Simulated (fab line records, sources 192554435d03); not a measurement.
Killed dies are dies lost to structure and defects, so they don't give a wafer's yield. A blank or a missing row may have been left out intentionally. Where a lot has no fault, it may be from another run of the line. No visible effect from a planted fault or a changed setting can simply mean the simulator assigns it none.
Which of the tools did it? | flow n5-finfet | Sampling: 24 lots, 72 wafers, 5 of 1938 route steps

== WHAT THE GAUGES SHOWED, per wafer ==
N5_BEOL_M12_OVL_MEAS_29.
lot  | measured     | on         | M12_OVL (nm)
L074 | day 10 21:07 | overlay-01 | -6 7 2
L076 | day 11 13:28 | overlay-01 | -1 1 -1
L078 | day 12 05:04 | overlay-01 | -1 12 1
L075 | day 12 08:43 | overlay-02 | 3 1 2
L077 | day 12 15:35 | overlay-01 | -3 3 1
L083 | day 13 05:38 | overlay-02 | 6 -2 5
L079 | day 13 12:08 | overlay-02 | -1 10 2
L080 | day 13 18:42 | overlay-01 | -6 0 -2
L081 | day 13 18:59 | overlay-02 | -5 0 -1
L084 | day 14 04:48 | overlay-01 | 5 2 9
L082 | day 14 07:06 | overlay-01 | 5 8 4
L087 | day 14 12:29 | overlay-01 | -1 9 8
L085 | day 14 17:17 | overlay-02 | -6 7 -8
L086 | day 15 00:18 | overlay-02 | 3 4 6
L088 | day 15 02:25 | overlay-02 | 4 0 5
L090 | day 15 06:20 | overlay-02 | 5 -8 8
L089 | day 15 13:14 | overlay-01 | 3 4 4
L091 | day 16 02:34 | overlay-01 | 3 8 2
L092 | day 16 03:28 | overlay-01 | 10 -4 9
L093 | day 16 06:20 | overlay-02 | 13 1 7
L096 | day 16 08:58 | overlay-02 | -4 5 5
L095 | day 16 16:47 | overlay-02 | 3 -2 -2
L094 | day 16 17:31 | overlay-02 | 14 6 5
L097 | day 17 14:55 | overlay-02 | -7 -2 -7

N5_BEOL_M14_INSPECT_12: inspects for defects (macro).
lot  | measured     | on                | raw-defect-count
L074 | day 11 06:29 | defect-inspect-01 | 3 2 4
L076 | day 12 03:39 | defect-inspect-01 | 0 2 0
L078 | day 12 13:36 | defect-inspect-02 | 2 2 4
L075 | day 12 19:32 | defect-inspect-02 | 4 1 1
L077 | day 13 00:07 | defect-inspect-01 | 1 5 1
L083 | day 13 13:53 | defect-inspect-01 | 2 0 4
L079 | day 14 01:50 | defect-inspect-02 | 3 3 0
L080 | day 14 04:23 | defect-inspect-01 | 4 1 2
L081 | day 14 08:14 | defect-inspect-02 | 0 1 3
L084 | day 14 17:16 | defect-inspect-01 | 1 1 2
L082 | day 14 17:26 | defect-inspect-01 | 4 0 1
L087 | day 14 21:33 | defect-inspect-02 | 2 0 4
L085 | day 15 07:10 | defect-inspect-02 | 2 5 3
L086 | day 15 10:52 | defect-inspect-02 | 3 2 1
L088 | day 15 11:01 | defect-inspect-01 | 3 0 0
L090 | day 15 17:29 | defect-inspect-02 | 3 3 2
L089 | day 16 01:01 | defect-inspect-02 | 2 3 1
L091 | day 16 18:29 | defect-inspect-02 | 4 1 1
L092 | day 16 17:08 | defect-inspect-02 | 3 0 1
L093 | day 16 19:02 | defect-inspect-01 | 1 1 6
L096 | day 16 19:41 | defect-inspect-02 | 1 0 2
L095 | day 17 01:14 | defect-inspect-02 | 2 1 2
L094 | day 17 03:04 | defect-inspect-02 | 1 1 2
L097 | day 18 02:18 | defect-inspect-01 | 0 0 1

== WHICH TOOL RAN EACH LOT (tool, then ch and the chambers of the sampled wafers, then the start) ==
lot  | N5_BEOL_M12_ETCH_68                | N5_BEOL_M13_SPUTTER_43       | N5_BEOL_M13_SPUTTER_44
L074 | rie-diel-03 ch 0,1,3, day 10 21:35 | pvd-sputter-02, day 11 04:23 | pvd-sputter-02, day 11 04:28
L076 | rie-diel-03 ch 0,2, day 11 13:43   | pvd-sputter-01, day 12 01:35 | pvd-sputter-01, day 12 01:40
L078 | rie-diel-01 ch 0,1, day 12 05:24   | pvd-sputter-01, day 12 11:47 | pvd-sputter-01, day 12 11:52
L075 | rie-diel-01 ch 1,2, day 12 09:00   | pvd-sputter-01, day 12 17:45 | pvd-sputter-01, day 12 17:50
L077 | rie-diel-06 ch 0,2,3, day 12 15:50 | pvd-sputter-03, day 12 22:20 | pvd-sputter-03, day 12 22:25
L083 | rie-diel-06 ch 1,2, day 13 05:53   | pvd-sputter-02, day 13 11:59 | pvd-sputter-02, day 13 12:04
L079 | rie-diel-06 ch 0,1,2, day 13 12:22 | pvd-sputter-03, day 13 23:54 | pvd-sputter-03, day 13 23:59
L080 | rie-diel-06 ch 0,1,2, day 13 18:56 | pvd-sputter-02, day 14 02:34 | pvd-sputter-02, day 14 02:39
L081 | rie-diel-01 ch 0,1,3, day 13 19:25 | pvd-sputter-02, day 14 06:03 | pvd-sputter-02, day 14 06:08
L084 | rie-diel-06 ch 0,1,2, day 14 05:02 | pvd-sputter-03, day 14 15:02 | pvd-sputter-03, day 14 15:07
L082 | rie-diel-03 ch 0,3, day 14 07:20   | pvd-sputter-03, day 14 15:34 | pvd-sputter-03, day 14 15:38
L087 | rie-diel-06 ch 1,2,3, day 14 12:44 | pvd-sputter-01, day 14 19:37 | pvd-sputter-01, day 14 19:42
L085 | rie-diel-01 ch 2,3, day 14 17:46   | pvd-sputter-03, day 15 05:16 | pvd-sputter-03, day 15 05:20
L086 | rie-diel-01 ch 0,2,3, day 15 00:32 | pvd-sputter-03, day 15 08:58 | pvd-sputter-03, day 15 09:02
L088 | rie-diel-06 ch 0,1,3, day 15 02:44 | pvd-sputter-02, day 15 08:59 | pvd-sputter-02, day 15 09:04
L090 | rie-diel-06 ch 0,2,3, day 15 06:35 | pvd-sputter-02, day 15 15:31 | pvd-sputter-02, day 15 15:35
L089 | rie-diel-06 ch 0,1,2, day 15 13:35 | pvd-sputter-01, day 15 23:07 | pvd-sputter-01, day 15 23:12
L091 | rie-diel-01 ch 0,1, day 16 02:52   | pvd-sputter-01, day 16 16:35 | pvd-sputter-01, day 16 16:40
L092 | rie-diel-06 ch 0,1, day 16 03:42   | pvd-sputter-01, day 16 15:20 | pvd-sputter-01, day 16 15:25
L093 | rie-diel-06 ch 0,1,3, day 16 06:35 | pvd-sputter-01, day 16 17:08 | pvd-sputter-01, day 16 17:13
L096 | rie-diel-01 ch 0,1, day 16 09:16   | pvd-sputter-01, day 16 17:55 | pvd-sputter-01, day 16 18:00
L095 | rie-diel-03 ch 0,1,2, day 16 17:07 | pvd-sputter-03, day 16 23:19 | pvd-sputter-03, day 16 23:24
L094 | rie-diel-01 ch 0,1,2, day 16 17:53 | pvd-sputter-03, day 17 01:04 | pvd-sputter-03, day 17 01:08
L097 | rie-diel-03 ch 0,1,3, day 17 15:10 | pvd-sputter-02, day 18 00:17 | pvd-sputter-02, day 18 00:22
- N5_BEOL_M12_ETCH_68: etches SOC in N2/H2, time 285 s.
- N5_BEOL_M13_SPUTTER_43: material TaN, target thk 15 nm, time 24.19 s.
- N5_BEOL_M13_SPUTTER_44: material Ta, target thk 10 nm, time 16.13 s.

== WHAT THE TOOLS THEMSELVES READ (means of the sampled wafers that have a number; where no wafer has one, the mark that the record gives instead) ==
N5_BEOL_M12_ETCH_68.
lot  | tool        | drypump-motor-current-A (A) | oes-product-au (a.u.) | rf-vpp-V (V) | showerhead-plenum-p-Torr (Torr) | temp-c (C) | throttle-valve-pct (%)
L074 | rie-diel-03 | 5.6                         | 0.75                  | 524.4        | 2.56                            | 39.90      | 17.9
L076 | rie-diel-03 | 5.9                         | 0.72                  | 526.8        | 2.62                            | 40.13      | 18.1
L078 | rie-diel-01 | 5.5                         | 0.82                  | 522.2        | 2.50                            | 39.90      | 17.9
L075 | rie-diel-01 | 5.8                         | 0.73                  | 525.6        | 2.60                            | 39.97      | 17.9
L077 | rie-diel-06 | 6.0                         | 0.75                  | 523.8        | 2.53                            | 40.07      | 17.9
L083 | rie-diel-06 | 6.2                         | 0.76                  | 521.6        | 2.47                            | 40.02      | 18.1
L079 | rie-diel-06 | 6.1                         | 0.74                  | 522.4        | 2.49                            | 39.97      | 18.0
L080 | rie-diel-06 | 6.2                         | 0.74                  | 522.2        | 2.49                            | 40.08      | 18.0
L081 | rie-diel-01 | 5.7                         | 0.81                  | 522.4        | 2.50                            | 40.02      | 17.7
L084 | rie-diel-06 | 6.1                         | 0.73                  | 522.8        | 2.49                            | 40.07      | 18.0
L082 | rie-diel-03 | 5.4                         | 0.96                  | 527.8        | 2.67                            | 40.03      | 17.6
L087 | rie-diel-06 | 6.0                         | 0.75                  | 522.0        | 2.50                            | 40.07      | 18.0
L085 | rie-diel-01 | 6.0                         | 0.74                  | 524.2        | 2.57                            | 40.02      | 17.9
L086 | rie-diel-01 | 5.8                         | 0.77                  | 523.4        | 2.52                            | 40.04      | 17.9
L088 | rie-diel-06 | 5.6                         | 0.76                  | 522.5        | 2.50                            | 39.97      | 17.9
L090 | rie-diel-06 | 6.0                         | 0.73                  | 524.0        | 2.52                            | 40.01      | 17.9
L089 | rie-diel-06 | 6.1                         | 0.72                  | 522.2        | 2.49                            | 40.04      | 18.1
L091 | rie-diel-01 | 5.5                         | 0.78                  | 522.6        | 2.49                            | 40.02      | 18.0
L092 | rie-diel-06 | 5.8                         | 0.73                  | 521.6        | 2.49                            | 40.10      | 18.0
L093 | rie-diel-06 | 5.7                         | 0.75                  | 522.7        | 2.50                            | 39.93      | 17.9
L096 | rie-diel-01 | 5.5                         | 0.77                  | 523.2        | 2.51                            | 39.96      | 17.8
L095 | rie-diel-03 | 5.8                         | 0.82                  | 525.7        | 2.63                            | 40.04      | 17.7
L094 | rie-diel-01 | 5.6                         | 0.84                  | 523.7        | 2.54                            | 40.01      | 17.8
L097 | rie-diel-03 | 5.6                         | 0.86                  | 526.3        | 2.65                            | 40.13      | 17.6

N5_BEOL_M13_SPUTTER_43.
lot  | tool           | substrate-temp-c (C) | throttle-valve-pct (%)
L074 | pvd-sputter-02 | 49.98                | 29.9
L076 | pvd-sputter-01 | 50.04                | 29.7
L078 | pvd-sputter-01 | 50.03                | 28.9
L075 | pvd-sputter-01 | 50.10                | 29.6
L077 | pvd-sputter-03 | 49.90                | 29.0
L083 | pvd-sputter-02 | 50.00                | 29.3
L079 | pvd-sputter-03 | 50.13                | 29.3
L080 | pvd-sputter-02 | 49.85                | 28.5
L081 | pvd-sputter-02 | 49.97                | 29.2
L084 | pvd-sputter-03 | 50.04                | 29.5
L082 | pvd-sputter-03 | 50.05                | 29.2
L087 | pvd-sputter-01 | 49.85                | 30.1
L085 | pvd-sputter-03 | 50.07                | 29.1
L086 | pvd-sputter-03 | 50.03                | 29.6
L088 | pvd-sputter-02 | 49.94                | 29.2
L090 | pvd-sputter-02 | 50.03                | 29.8
L089 | pvd-sputter-01 | 50.06                | 29.5
L091 | pvd-sputter-01 | 50.02                | 29.0
L092 | pvd-sputter-01 | 49.95                | 29.4
L093 | pvd-sputter-01 | 50.01                | 29.9
L096 | pvd-sputter-01 | 50.08                | 29.7
L095 | pvd-sputter-03 | 50.01                | 29.4
L094 | pvd-sputter-03 | 50.00                | 29.1
L097 | pvd-sputter-02 | 49.99                | 29.1

N5_BEOL_M13_SPUTTER_44.
lot  | tool           | substrate-temp-c (C) | throttle-valve-pct (%)
L074 | pvd-sputter-02 | 50.06                | 29.9
L076 | pvd-sputter-01 | 49.94                | 29.8
L078 | pvd-sputter-01 | 50.11                | 28.8
L075 | pvd-sputter-01 | 50.15                | 29.6
L077 | pvd-sputter-03 | 49.95                | 29.0
L083 | pvd-sputter-02 | 50.05                | 29.4
L079 | pvd-sputter-03 | 49.99                | 29.4
L080 | pvd-sputter-02 | 50.00                | 28.3
L081 | pvd-sputter-02 | 50.01                | 29.2
L084 | pvd-sputter-03 | 49.98                | 29.7
L082 | pvd-sputter-03 | 49.97                | 29.1
L087 | pvd-sputter-01 | 50.10                | 30.1
L085 | pvd-sputter-03 | 50.02                | 29.1
L086 | pvd-sputter-03 | 50.06                | 29.4
L088 | pvd-sputter-02 | 49.86                | 29.2
L090 | pvd-sputter-02 | 49.90                | 29.8
L089 | pvd-sputter-01 | 49.97                | 29.3
L091 | pvd-sputter-01 | 49.97                | 29.0
L092 | pvd-sputter-01 | 49.93                | 29.2
L093 | pvd-sputter-01 | 50.00                | 29.9
L096 | pvd-sputter-01 | 50.03                | 29.8
L095 | pvd-sputter-03 | 50.01                | 29.3
L094 | pvd-sputter-03 | 50.00                | 29.2
L097 | pvd-sputter-02 | 49.98                | 29.1

== THE ANSWER, worked out from the rows above alone ==
Rule: the lots themselves supply what counts as usual. The widest of any qualifying gaps counts: lots, ordered by their means at a reading, are off when they make up no more than a third of the lots, leave a main group of 4 or more, and stand apart from it by 3 or more times the standard deviation of that group's means. The tables above print the reading to a certain number of digits; a main group whose means all agree to those digits is not used. A lot without any number at a reading at which 4 lots or more have one is off too. The other lots that the step has rows for count as sound. Order of review: gauges by route order, followed by the tools' own readings, for which a lot's mean as printed above is used. At the first step where some lot is off, the reading lying furthest off is the one used; lots without a number count as furthest.
No lot is off at any reading shown: from this, nothing can be told.

== WHAT WAS PUT IN BY THE SIMULATOR ==
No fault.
